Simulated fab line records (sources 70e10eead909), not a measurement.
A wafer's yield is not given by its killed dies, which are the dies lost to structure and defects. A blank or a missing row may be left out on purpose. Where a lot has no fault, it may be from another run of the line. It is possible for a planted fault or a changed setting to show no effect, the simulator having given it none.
fab line records	flow nand_harc
record lots=6	wafers=18	last_day=33
route steps=1302 shown A_BONDPAD@1217 END@1302
lots that met no fault: from a run of the same line without faults
start_h: hours from the record's first day to the start of the lot's first wafer shown	wait_h: time in hours since the lot's previous step	" the same as in the row above	L1.1+2: several wafers, shown together as one row	- no value, or no start given	* or withheld: withheld	< > ~ a bound
route shown NAME@n: names a module that has steps shown in the file, with the first one's number in the route	usual: average and standard deviation across the fault-free wafers	same: alike in all rows	chamber/n: place in a boat	sites: per-site readings	_std_site: how widely they spread, as a standard deviation	_edge_site: the outer-site mean with the inner-site mean subtracted	radius_mm: how far each site lies from the wafer's centre	mask NAME#n: copy n	behind: the last tool/chamber to shape the wafer	hold: why the lot was held/for how many hours/how that ended	device: which transistor (n, p or np) failed to switch	end of line: at the end of the route, the tests of the same wafers	a step given without rows: its recipe and nothing more	killed: the dies lost at the first sort to structure and to defects; this is not the yield of the wafer	map: dies across one wafer; x = killed, . = not, _ = none there
set.NAME: setting as actually run; set.NAME@STEP: the setting as run at that earlier step	model.NAME: the simulator's own value behind a step, which no gauge read
lots at some steps of the route; a table a step, a row a wafer
services: from which hour (start_h, from the record's first day; less than 0 if before it) a tool's chamber was out of use, for how many hours, and why
## steps
# step NHARC_A_BONDPAD_HARDBAKE_10
# recipe temp_c=118	time_s=65
# step NHARC_A_BONDPAD_DESCUM_11
# recipe time_s=3	o2_flow_sccm=200	ar_flow_sccm=0	bias_power_w=0	chemistry=O2
# step NHARC_A_BONDPAD_ETCH_34
# recipe target_depth_a=600	overetch_a=180	time_s=65.91	ion_energy_ev=200	n2_flow_sccm=150	h2_flow_sccm=150	ar_flow_sccm=0	rf_w=400	bias_w=150	chemistry=N2/H2
# step NHARC_A_BONDPAD_ETCH_12
# recipe target_depth_a=2200	time_s=110	chf3_flow_sccm=50	o2_flow_sccm=10	ar_flow_sccm=200	rf_w=500	bias_w=200	chemistry=CHF3/O2
# usual drypump_motor_current_A=5.9/0.36	oes_product_au=0.952/0.022	rf_vpp_V=370.9/2.3	showerhead_plenum_p_Torr=2.42/0.1	throttle_valve_pct=20.573/0.0088
lot.wafer	tool	chamber	start_h	wait_h	drypump_motor_current_A	oes_product_au	rf_hours_counter_h	rf_vpp_V	showerhead_plenum_p_Torr	throttle_valve_pct
L149.4	rie_diel-07	3	-	-	5.9	0.914	2	370.4	2.41	20.585
L149.2	"	0	"	"	5.7	0.962	3	368.5	2.32	20.571
L149.6	"	3	"	"	5.9	0.927	-	369.6	2.41	20.570
L151.2	rie_diel-07	2	-	-	6.1	0.935	4	373.8	2.57	20.568
L151.1	"	3	"	"	5.9	0.954	4	371.5	2.41	20.561
L151.3	"	1	"	"	6.2	0.922	4	369.5	2.38	20.581
L156.1	rie_diel-01	0	-	-	6.0	0.939	15	368.1	2.27	20.580
L156.6	"	3	"	"	6.3	0.945	-	367.8	2.29	20.571
L156.5	"	0	"	"	6.0	0.927	-	367.0	2.27	20.586
L160.1	rie_diel-07	0	-	-	5.7	0.954	0	368.2	2.31	20.544
L160.2	"	1	"	"	6.2	0.953	0	370.9	2.38	20.564
L160.6	"	1	"	"	6.3	0.947	-	369.6	2.38	20.565
L167.3	rie_diel-07	3	-	-	5.9	0.972	1	370.8	2.41	20.571
L167.2	"	2	"	"	6.1	0.965	1	374.4	2.57	20.580
L167.4	"	3	"	"	5.9	0.963	-	370.3	2.41	20.571
L166.1	rie_diel-07	3	-	-	5.9	0.934	2	369.2	2.41	20.560
L166.3	"	1	"	"	6.3	0.933	2	368.6	2.38	20.566
L166.4	"	3	"	"	5.9	0.927	-	371.4	2.41	20.582
# step NHARC_A_BONDPAD_CD_MEAS_13
# usual cd_nm=499.0/2
lot.wafer	tool	chamber	start_h	wait_h	cd_nm
L149.2	cd_sem-01	-	570.33	-	499.8
L149.4	"	-	"	"	500.4
L149.6	"	-	"	"	499.5
L151.1	cd_sem-01	-	617.38	-	494.5
L151.2	"	-	"	"	496.5
L151.3	"	-	"	"	500.1
L156.1	cd_sem-01	-	651.41	-	496.3
L156.5	"	-	"	"	495.5
L156.6	"	-	"	"	496.6
L160.1	cd_sem-01	-	685.12	-	500.4
L160.2	"	-	"	"	497.2
L160.6	"	-	"	"	497.9
L167.2	cd_sem-02	-	747.40	-	501.8
L167.3	"	-	"	"	501.6
L167.4	"	-	"	"	501.2
L166.1	cd_sem-01	-	752.80	-	500.9
L166.3	"	-	"	"	499.4
L166.4	"	-	"	"	498.4
# step NHARC_A_BONDPAD_STRIP_15
# recipe o2_flow_sccm=500	ar_flow_sccm=0	bias_w=0	chemistry=O2
# usual drypump_motor_current_A=5.8/0.44	oes_product_au=1.003/0.011	rf_vpp_V=57.9/0.93	showerhead_plenum_p_Torr=3.55/0.16	throttle_valve_pct=17.037/0.01
lot.wafer	tool	chamber	start_h	wait_h	drypump_motor_current_A	oes_product_au	rf_hours_counter_h	rf_vpp_V	showerhead_plenum_p_Torr	throttle_valve_pct
L149.2	rie_diel-11	0	570.40	0.1	6.2	0.989	44	59.0	3.45	17.042
L149.4	"	2	"	"	5.5	1.008	40	56.1	3.29	17.042
L149.6	"	1	"	"	5.8	0.984	-	57.5	3.39	17.035
L151.3	rie_diel-07	2	617.45	0.1	6.2	1.002	4	58.9	3.77	17.033
L151.1	"	3	"	"	5.9	0.992	4	56.9	3.54	17.042
L151.2	"	1	"	"	6.3	1.004	4	55.9	3.50	17.047
L156.1	rie_diel-01	3	651.53	0.1	6.3	1.017	16	57.3	3.36	17.048
L156.5	"	0	"	"	6.0	1.017	-	57.8	3.34	17.048
L156.6	"	1	"	"	5.0	1.017	-	58.5	3.78	17.039
L160.2	rie_diel-07	0	685.22	0.1	5.7	0.994	0	58.2	3.40	17.041
L160.1	"	1	"	"	6.3	1.016	0	57.7	3.50	17.041
L160.6	"	2	"	"	6.1	1.013	-	58.9	3.76	17.036
L167.2	rie_diel-07	3	747.47	0.1	5.9	0.995	1	59.1	3.54	17.044
L167.3	"	1	"	"	6.3	0.994	1	57.0	3.50	17.045
L167.4	"	3	"	"	5.9	0.991	-	57.3	3.54	17.032
L166.1	rie_diel-07	3	752.88	0.1	5.9	0.993	2	58.5	3.53	17.037
L166.3	"	2	"	"	6.1	0.995	2	59.3	3.76	17.053
L166.4	"	3	"	"	5.9	1.006	-	58.1	3.53	17.018
# step NHARC_A_BONDPAD_ETCH_24
# recipe target_depth_a=300	over_etch_frac=0.3	time_s=72.99	ion_energy_ev=150	cf4_flow_sccm=50	n2_flow_sccm=100	ar_flow_sccm=150	rf_w=300	bias_w=100	chemistry=CF4/N2
# usual drypump_motor_current_A=5.8/0.41	oes_product_au=1.003/0.011	rf_vpp_V=314.3/2.2	showerhead_plenum_p_Torr=2.63/0.12	throttle_valve_pct=19.793/0.011
lot.wafer	tool	chamber	start_h	wait_h	drypump_motor_current_A	oes_product_au	rf_hours_counter_h	rf_vpp_V	showerhead_plenum_p_Torr	throttle_valve_pct
L149.4	rie_diel-11	0	-	-	6.3	0.992	44	312.8	2.57	19.811
L149.2	"	1	"	"	5.8	0.976	41	313.1	2.53	19.808
L149.6	"	2	"	"	5.5	1.010	-	310.7	2.44	19.785
L151.3	rie_diel-07	3	-	-	5.9	1.000	4	314.0	2.63	19.780
L151.1	"	0	"	"	5.7	1.019	5	313.0	2.53	19.781
L151.2	"	1	"	"	6.3	0.998	4	315.6	2.60	19.815
L156.1	rie_diel-01	3	-	-	6.3	1.005	16	312.0	2.50	19.776
L156.6	"	0	"	"	6.0	1.007	-	310.9	2.48	19.797
L156.5	"	1	"	"	4.9	1.008	-	317.7	2.82	19.802
L160.2	rie_diel-07	3	-	-	5.9	1.002	0	314.2	2.63	19.803
L160.1	"	1	"	"	6.3	1.013	0	314.8	2.60	19.797
L160.6	"	3	"	"	5.9	1.000	-	315.5	2.63	19.792
L167.3	rie_diel-07	1	747.65	0.1	6.2	1.009	1	313.4	2.60	19.802
L167.2	"	2	"	"	6.1	0.992	1	316.9	2.80	19.782
L167.4	"	2	"	"	6.1	1.003	-	316.0	2.80	19.810
L166.3	rie_diel-07	2	753.07	0.1	6.1	1.012	2	318.8	2.80	19.796
L166.1	"	3	"	"	5.9	1.014	2	314.5	2.63	19.814
L166.4	"	3	"	"	5.9	1.009	-	313.2	2.63	19.782
# step NHARC_A_BONDPAD_STRIP_16
# recipe time_s=600	temp_c=30	chemistry=post_etch_residue_remover
# step NHARC_A_BONDPAD_DEGAS_25
# recipe temp_c=300	time_s=60
# step NHARC_A_BONDPAD_PRE_CLEAN_26
# recipe time_s=30	temp_c=280	gas=H2/He
# usual heater_power_w=419/41
lot.wafer	tool	chamber	start_h	wait_h	heater_power_w
L149.2	pvd_sputter-02	-	-	-	398
L149.4	"	-	"	"	520
L149.6	"	-	"	"	398
L151.3	pvd_sputter-01	-	-	-	446
L151.1	"	-	"	"	426
L151.2	"	-	"	"	387
L156.1	pvd_sputter-03	-	-	-	432
L156.5	"	-	"	"	406
L156.6	"	-	"	"	433
L160.1	pvd_sputter-03	-	-	-	405
L160.2	"	-	"	"	403
L160.6	"	-	"	"	419
L167.4	pvd_sputter-02	-	-	-	383
L167.3	"	-	"	"	536
L167.2	"	-	"	"	384
L166.3	pvd_sputter-03	-	-	-	420
L166.4	"	-	"	"	453
L166.1	"	-	"	"	433
# step NHARC_A_BONDPAD_PVD_17
# recipe target_thk_a=50	bias_v=168.6	power_w=15000	chamber_pressure_pa=0.12	time_s=8.06	substrate_temp_c=50	material=TaN
# step NHARC_A_BONDPAD_PVD_27
# recipe target_thk_a=300	chamber_pressure_pa=5	power_w=5000	substrate_temp_c=30	time_s=20.49	material=Cu
# step NHARC_A_BONDPAD_ECD_18
# recipe target_thk_a=4000	bath_temp_c=25	material=Cu
lot.wafer	tool	chamber	start_h	wait_h
L149.2+4+6	ecd_cu-02	0	571.36	-
L151.1+2+3	ecd_cu-01	0,1,1	618.36	-
L156.1+6+5	ecd_cu-02	1,0,1	652.55	-
L160.2+1+6	ecd_cu-02	1,0,1	686.10	-
L167.2+4+3	ecd_cu-02	0,1,0	748.47	-
L166.1+4+3	ecd_cu-01	1,0,1	753.88	-
# step NHARC_A_BONDPAD_ANNEAL_28
# recipe temp_c=225	time_s=90
# step NHARC_A_BONDPAD_CMP_19
# recipe t_overpolish_s=30	cu_recess_touch_s=16	target_thk_nm=169.82
# usual motor_current_A=11.5/1.2	overpolish_run_s=29.999/0.0085	slurry_filter_dp_kPa=13.49/0.13	slurry_flow_ml_min=150.0/0.44
lot.wafer	tool	chamber	start_h	wait_h	motor_current_A	overpolish_run_s	slurry_filter_dp_kPa	slurry_flow_ml_min
L149.4	cmp-03	0	572.06	-	12.7	29.989	13.29	149.7
L149.2	"	1	"	"	9.7	29.984	13.58	149.9
L149.6	"	0	"	"	12.1	29.991	13.39	149.2
L151.1	cmp-04	1	619.08	-	11.4	30.005	13.51	150.6
L151.3	"	2	"	"	12.5	29.987	13.61	150.0
L151.2	"	3	"	"	10.8	29.992	13.34	150.1
L156.1	cmp-04	1	653.33	-	11.3	30.007	13.63	150.1
L156.6	"	2	"	"	12.9	29.987	13.32	149.8
L156.5	"	3	"	"	9.9	29.992	13.41	149.9
L160.2	cmp-04	1	686.82	-	12.2	30.007	13.41	150.2
L160.1	"	0	"	"	10.0	30.018	13.28	149.5
L160.6	"	2	"	"	12.3	29.998	13.49	150.4
L167.4	cmp-03	3	749.18	-	11.8	30.010	13.62	150.2
L167.3	"	1	"	"	9.8	30.002	13.23	149.3
L167.2	"	2	"	"	13.0	30.018	13.75	150.9
L166.3	cmp-03	2	754.55	-	13.3	30.013	13.57	150.7
L166.4	"	3	"	"	11.9	29.995	13.35	150.0
L166.1	"	1	"	"	9.5	30.003	13.61	150.3
# step NHARC_A_BONDPAD_THK_MEAS_20
# recipe thk_meas_gauge=xrf
# usual thk_nm=169.5/1.4
lot.wafer	tool	chamber	start_h	wait_h	thk_nm
L149.2	film_metro-01	-	572.36	-	169.2
L149.4	"	-	"	"	170.1
L149.6	"	-	"	"	170.2
L151.1	film_metro-02	-	619.40	-	170.9
L151.2	"	-	"	"	169.6
L151.3	"	-	"	"	169.9
L156.1	film_metro-02	-	653.57	-	115.8
L156.5	"	-	"	"	115.9
L156.6	"	-	"	"	105.8
L160.1	film_metro-02	-	687.14	-	116.0
L160.2	"	-	"	"	113.5
L160.6	"	-	"	"	118.8
L167.2	film_metro-02	-	749.50	-	172.0
L167.3	"	-	"	"	172.4
L167.4	"	-	"	"	171.1
L166.1	film_metro-02	-	754.87	-	171.0
L166.3	"	-	"	"	169.1
L166.4	"	-	"	"	169.1
# step NHARC_A_BONDPAD_SRD_21
# recipe time_s=30	temp_c=23	dry_time_s=20	spin_rpm=1500
# step NHARC_END_SORT_01
# recipe temp_c=25
# usual defect_limited_yield=90.2/2.3	killed_at_array=62/15	killed_at_other=0.8/1	killed_at_periphery=3.7/2.6	killed_dies=66/15	killed_open=3.1/1.8	killed_short=2.6/1.7
# same gross_dies=677
lot.wafer	tool	chamber	start_h	wait_h	defect_limited_yield[%]	killed_at_array	killed_at_other	killed_at_periphery	killed_dies	killed_open	killed_short
L149.2	prober-01	0	601.09	2.8	87.1	86	0	1	87	3	3
L149.4	prober-01	0	602.69	3.4	88.6	76	0	1	77	3	0
L149.6	prober-01	0	604.29	4.0	87.7	79	0	4	83	2	6
L151.1	prober-02	0	647.49	2.5	88.2	78	2	0	80	1	1
L151.2	prober-02	0	648.28	2.8	86.6	82	1	8	91	3	2
L151.3	prober-02	0	649.07	3.1	88.2	77	1	2	80	1	2
L156.1	prober-01	0	682.31	2.5	0	674	0	3	677	2	1
L156.5	prober-01	0	685.52	3.7	0	675	0	2	677	3	3
L156.6	prober-01	0	686.33	4.0	0	676	0	1	677	8	1
L160.1	prober-01	0	713.84	2.5	0	671	3	3	677	3	2
L160.2	prober-01	0	714.64	2.8	0	677	0	0	677	2	3
L160.6	prober-01	0	717.83	4.0	0	672	2	3	677	6	4
L167.2	prober-01	0	776.01	2.8	90.4	58	0	7	65	3	3
L167.3	prober-01	0	776.81	3.1	92.2	45	1	7	53	3	2
L167.4	prober-01	0	777.62	3.4	92.6	47	0	3	50	3	2
L166.1	prober-02	0	783.00	2.5	91.1	55	1	4	60	5	3
L166.3	prober-02	0	784.61	3.1	88.8	74	0	2	76	3	3
L166.4	prober-02	0	785.41	3.4	88.9	65	3	7	75	2	1
# killed by level:class
L149.2 A_SLIT:chamber_film_flake=30 A_CHANNEL_HOLE_D1:chamber_film_flake=30 A_CHANNEL_HOLE_D2:chamber_film_flake=9 A_ZERO_WELL:chamber_film_flake=2 A_CHANNEL_FILL_D1:chamber_film_flake=2 A_STAIRCASE:chamber_film_flake=2 A_CONTACT:chamber_film_flake=2 A_BLC:chamber_film_flake=2
L149.4 A_CHANNEL_HOLE_D1:chamber_film_flake=26 A_SLIT:chamber_film_flake=26 A_CHANNEL_HOLE_D2:chamber_film_flake=9 A_STAIRCASE:chamber_film_flake=4 A_WL_FILL:chamber_film_flake=4 A_CONTACT:chamber_film_flake=2 A_CHANNEL_FILL_D1:geometric_particle:open=1 A_ONON_D2:geometric_particle:open=1
L149.6 A_CHANNEL_HOLE_D1:chamber_film_flake=33 A_SLIT:chamber_film_flake=18 A_CHANNEL_HOLE_D2:chamber_film_flake=11 A_ONON_D1:geometric_particle:short=4 P_ZERO_WELL:chamber_film_flake=3 A_CONTACT:chamber_film_flake=3 A_DECK1_JOINT:chamber_film_flake=2 A_STAIRCASE:chamber_film_flake=2
L151.1 A_SLIT:chamber_film_flake=36 A_CHANNEL_HOLE_D2:chamber_film_flake=33 A_STAIRCASE:chamber_film_flake=4 A_M0:chamber_film_flake=2 THIN_TSV:chamber_film_flake=2 A_CHANNEL_FILL_D1:geometric_particle:short=1 A_ONON_D2:geometric_particle:open=1 A_CONTACT:chamber_film_flake=1
L151.2 A_CHANNEL_HOLE_D2:chamber_film_flake=36 A_SLIT:chamber_film_flake=33 A_M0:chamber_film_flake=4 P_GATE:chamber_film_flake=3 A_CONTACT:chamber_film_flake=3 A_STAIRCASE:chamber_film_flake=2 P_CONTACT:geometric_particle:short=1 P_M0:geometric_particle:short=1
L151.3 A_CHANNEL_HOLE_D2:chamber_film_flake=32 A_SLIT:chamber_film_flake=30 A_CHANNEL_HOLE_D1:chamber_film_flake=5 A_STAIRCASE:chamber_film_flake=3 A_CONTACT:chamber_film_flake=3 P_M0:geometric_particle:short=1 A_CHANNEL_FILL_D1:geometric_particle:short=1 A_ONON_D2:geometric_particle:open=1
L156.1 A_BONDPAD:area_ecd=615 A_CHANNEL_HOLE_D1:chamber_film_flake=25 A_CHANNEL_HOLE_D2:chamber_film_flake=16 A_CONTACT:chamber_film_flake=6 A_SLIT:chamber_film_flake=3 A_STAIRCASE:chamber_film_flake=2 A_WL_FILL:chamber_film_flake=2 A_M1:chamber_film_flake=2
L156.5 A_BONDPAD:area_ecd=608 A_CHANNEL_HOLE_D1:chamber_film_flake=25 A_CHANNEL_HOLE_D2:chamber_film_flake=15 A_M1:chamber_film_flake=6 A_CONTACT:chamber_film_flake=4 A_CHANNEL_FILL_D1:chamber_film_flake=4 A_WL_FILL:chamber_film_flake=4 A_ONON_D1:geometric_particle:open=1
L156.6 A_BONDPAD:area_ecd=598 A_CHANNEL_HOLE_D1:chamber_film_flake=39 A_CHANNEL_HOLE_D2:chamber_film_flake=19 A_CONTACT:chamber_film_flake=9 A_ONON_D1:geometric_particle:open=2 A_BLC:geometric_particle:open=2 A_CHANNEL_FILL_D1:geometric_particle:open=1 A_DECK1_JOINT:geometric_particle:open=1
L160.1 A_BONDPAD:area_ecd=617 A_CHANNEL_HOLE_D1:chamber_film_flake=31 A_STAIRCASE:chamber_film_flake=7 A_SLIT:chamber_film_flake=4 A_CONTACT:chamber_film_flake=3 A_BLC:chamber_film_flake=3 THIN_TSV:chamber_film_flake=3 P_M0:geometric_particle:open=1
L160.2 A_BONDPAD:area_ecd=631 A_CHANNEL_HOLE_D1:chamber_film_flake=23 A_SLIT:chamber_film_flake=4 A_STAIRCASE:chamber_film_flake=4 A_CONTACT:chamber_film_flake=3 A_BLC:chamber_film_flake=3 A_CHANNEL_FILL_D2:chamber_film_flake=2 A_CHANNEL_FILL_D1:geometric_particle:open=1
L160.6 A_BONDPAD:area_ecd=620 A_CHANNEL_HOLE_D1:chamber_film_flake=32 A_CONTACT:chamber_film_flake=3 A_CHANNEL_FILL_D2:geometric_particle:short=2 A_BLC:geometric_particle:open=2 P_GATE:chamber_film_flake=2 A_ZERO_WELL:chamber_film_flake=2 A_STAIRCASE:chamber_film_flake=2
L167.2 A_SLIT:chamber_film_flake=41 A_STAIRCASE:chamber_film_flake=5 P_GATE:chamber_film_flake=4 A_DECK1_JOINT:geometric_particle:short=2 P_ZERO_WELL:chamber_film_flake=2 A_CHANNEL_HOLE_D1:chamber_film_flake=2 A_CONTACT:chamber_film_flake=2 A_CHANNEL_FILL_D2:geometric_particle:short=1
L167.3 A_SLIT:chamber_film_flake=34 P_STI:chamber_film_flake=4 A_CHANNEL_HOLE_D1:chamber_film_flake=4 P_GATE:chamber_film_flake=2 P_M0:geometric_particle:short=1 A_CHANNEL_FILL_D1:geometric_particle:open=1 A_DECK1_JOINT:geometric_particle:open=1 A_SGD_CUT:geometric_particle:short=1
L167.4 A_SLIT:chamber_film_flake=31 A_CHANNEL_HOLE_D1:unspecified=4 A_CHANNEL_HOLE_D1:chamber_film_flake=4 P_GATE:chamber_film_flake=2 A_STAIRCASE:chamber_film_flake=2 A_CHANNEL_HOLE_D1:geometric_particle:open=1 A_CHANNEL_FILL_D1:geometric_particle:open=1 A_CHANNEL_FILL_D1:geometric_particle:short=1
L166.1 A_CHANNEL_HOLE_D2:chamber_film_flake=28 A_CHANNEL_HOLE_D1:chamber_film_flake=8 A_SLIT:chamber_film_flake=5 A_STAIRCASE:chamber_film_flake=3 A_CONTACT:chamber_film_flake=3 P_GATE:geometric_particle:open=1 P_CONTACT:geometric_particle:short=1 P_CONTACT:geometric_particle:open=1
L166.3 A_CHANNEL_HOLE_D2:chamber_film_flake=28 A_CHANNEL_HOLE_D1:chamber_film_flake=14 A_SLIT:chamber_film_flake=8 A_STAIRCASE:chamber_film_flake=7 A_CONTACT:chamber_film_flake=6 A_CHANNEL_FILL_D1:chamber_film_flake=2 A_WL_FILL:chamber_film_flake=2 P_CONTACT:geometric_particle:open=1
L166.4 A_CHANNEL_HOLE_D2:chamber_film_flake=34 A_CHANNEL_HOLE_D1:chamber_film_flake=9 A_CONTACT:chamber_film_flake=8 A_STAIRCASE:chamber_film_flake=7 P_ZERO_WELL:chamber_film_flake=5 A_SLIT:chamber_film_flake=4 THIN_TSV:chamber_film_flake=3 P_M0:geometric_particle:open=2
# map L156.1 (x killed, . not)
____________x____________
_________xxxxxxx_________
_______xxxxxxxxxxx_______
______xxxxxxxxxxxxx______
_____xxxxxxxxxxxxxxx_____
____xxxxxxxxxxxxxxxxx____
____xxxxxxxxxxxxxxxxx____
___xxxxxxxxxxxxxxxxxxx___
___xxxxxxxxxxxxxxxxxxx___
__xxxxxxxxxxxxxxxxxxxxx__
__xxxxxxxxxxxxxxxxxxxxx__
_xxxxxxxxxxxxxxxxxxxxxxx_
_xxxxxxxxxxxxxxxxxxxxxxx_
_xxxxxxxxxxxxxxxxxxxxxxx_
_xxxxxxxxxxxxxxxxxxxxxxx_
_xxxxxxxxxxxxxxxxxxxxxxx_
xxxxxxxxxxxxxxxxxxxxxxxxx
xxxxxxxxxxxxxxxxxxxxxxxxx
xxxxxxxxxxxxxxxxxxxxxxxxx
xxxxxxxxxxxxxxxxxxxxxxxxx
xxxxxxxxxxxxxxxxxxxxxxxxx
_xxxxxxxxxxxxxxxxxxxxxxx_
_xxxxxxxxxxxxxxxxxxxxxxx_
_xxxxxxxxxxxxxxxxxxxxxxx_
_xxxxxxxxxxxxxxxxxxxxxxx_
_xxxxxxxxxxxxxxxxxxxxxxx_
__xxxxxxxxxxxxxxxxxxxxx__
__xxxxxxxxxxxxxxxxxxxxx__
___xxxxxxxxxxxxxxxxxxx___
___xxxxxxxxxxxxxxxxxxx___
____xxxxxxxxxxxxxxxxx____
____xxxxxxxxxxxxxxxxx____
_____xxxxxxxxxxxxxxx_____
______xxxxxxxxxxxxx______
_______xxxxxxxxxxx_______
_________xxxxxxx_________
____________x____________
# map L160.1 (x killed, . not)
____________x____________
_________xxxxxxx_________
_______xxxxxxxxxxx_______
______xxxxxxxxxxxxx______
_____xxxxxxxxxxxxxxx_____
____xxxxxxxxxxxxxxxxx____
____xxxxxxxxxxxxxxxxx____
___xxxxxxxxxxxxxxxxxxx___
___xxxxxxxxxxxxxxxxxxx___
__xxxxxxxxxxxxxxxxxxxxx__
__xxxxxxxxxxxxxxxxxxxxx__
_xxxxxxxxxxxxxxxxxxxxxxx_
_xxxxxxxxxxxxxxxxxxxxxxx_
_xxxxxxxxxxxxxxxxxxxxxxx_
_xxxxxxxxxxxxxxxxxxxxxxx_
_xxxxxxxxxxxxxxxxxxxxxxx_
xxxxxxxxxxxxxxxxxxxxxxxxx
xxxxxxxxxxxxxxxxxxxxxxxxx
xxxxxxxxxxxxxxxxxxxxxxxxx
xxxxxxxxxxxxxxxxxxxxxxxxx
xxxxxxxxxxxxxxxxxxxxxxxxx
_xxxxxxxxxxxxxxxxxxxxxxx_
_xxxxxxxxxxxxxxxxxxxxxxx_
_xxxxxxxxxxxxxxxxxxxxxxx_
_xxxxxxxxxxxxxxxxxxxxxxx_
_xxxxxxxxxxxxxxxxxxxxxxx_
__xxxxxxxxxxxxxxxxxxxxx__
__xxxxxxxxxxxxxxxxxxxxx__
___xxxxxxxxxxxxxxxxxxx___
___xxxxxxxxxxxxxxxxxxx___
____xxxxxxxxxxxxxxxxx____
____xxxxxxxxxxxxxxxxx____
_____xxxxxxxxxxxxxxx_____
______xxxxxxxxxxxxx______
_______xxxxxxxxxxx_______
_________xxxxxxx_________
____________x____________
## services
tool	chamber	start_h	hours	kind
rie_diel-07	-	547.11	0.3	repair
pvd_sputter-03	-	548.23	4.0	repair
rie_diel-07	3	553.76	14.2	repair
cmp-03	-	554.24	4.0	pm
rie_diel-01	-	557.82	9.0	pm
cmp-04	-	568.24	3.2	repair
cmp-03	-	591.50	5.3	repair
ecd_cu-02	-	596.39	8.0	pm
cmp-04	-	602.51	4.0	pm
rie_diel-07	-	648.20	9.0	pm
cmp-03	-	652.24	4.0	pm
ecd_cu-02	-	656.03	1.4	repair
cmp-03	-	674.03	2.3	repair
ecd_cu-02	-	684.81	0.3	repair
rie_diel-07	1	688.24	2.2	repair
pvd_sputter-03	-	696.28	2.2	repair
cmp-04	-	700.51	4.0	pm
pvd_sputter-03	-	704.16	10.0	pm
cmp-04	-	710.66	0.5	repair
cmp-03	-	718.48	7.0	repair
rie_diel-07	-	725.88	1.9	repair
rie_diel-01	-	734.82	9.0	pm
cmp-03	-	750.24	4.0	pm
rie_diel-07	2	753.24	3.1	repair
## key
first_sign step=NHARC_A_BONDPAD_THK_MEAS_20	reading=thk_nm	direction=down	sigmas=39	usual=169.5	struck=114.3
effect step=NHARC_END_SORT_01	reading=killed_at_array	direction=up	sigmas=40	usual=62	struck=674
more_kills_born_at NHARC_A_BONDPAD_ECD_18@ecd_cu-02=3689
met_at NHARC_A_BONDPAD_ECD_18
struck_wafers L156.1,L156.5,L156.6,L160.1,L160.2,L160.6
later_rows_left_out L156.1,L156.5,L156.6,L160.1,L160.2,L160.6
onset_between 571.36 652.55
also_fits NHARC_A_BONDPAD_CMP_19:cmp-04
fault kind=process_parameter_drift	tool=ecd_cu-02	chamber=-	onset_h=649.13	steps=NHARC_A_BONDPAD_ECD_18	channel=target_thk_a	offset=*	shape=step	end_h=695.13	acts_in=*	stated=*
# later_rows_left_out: the simulator's readings of these wafers behind a module that went badly wrong aren't trusted and aren't shown, but for the sort
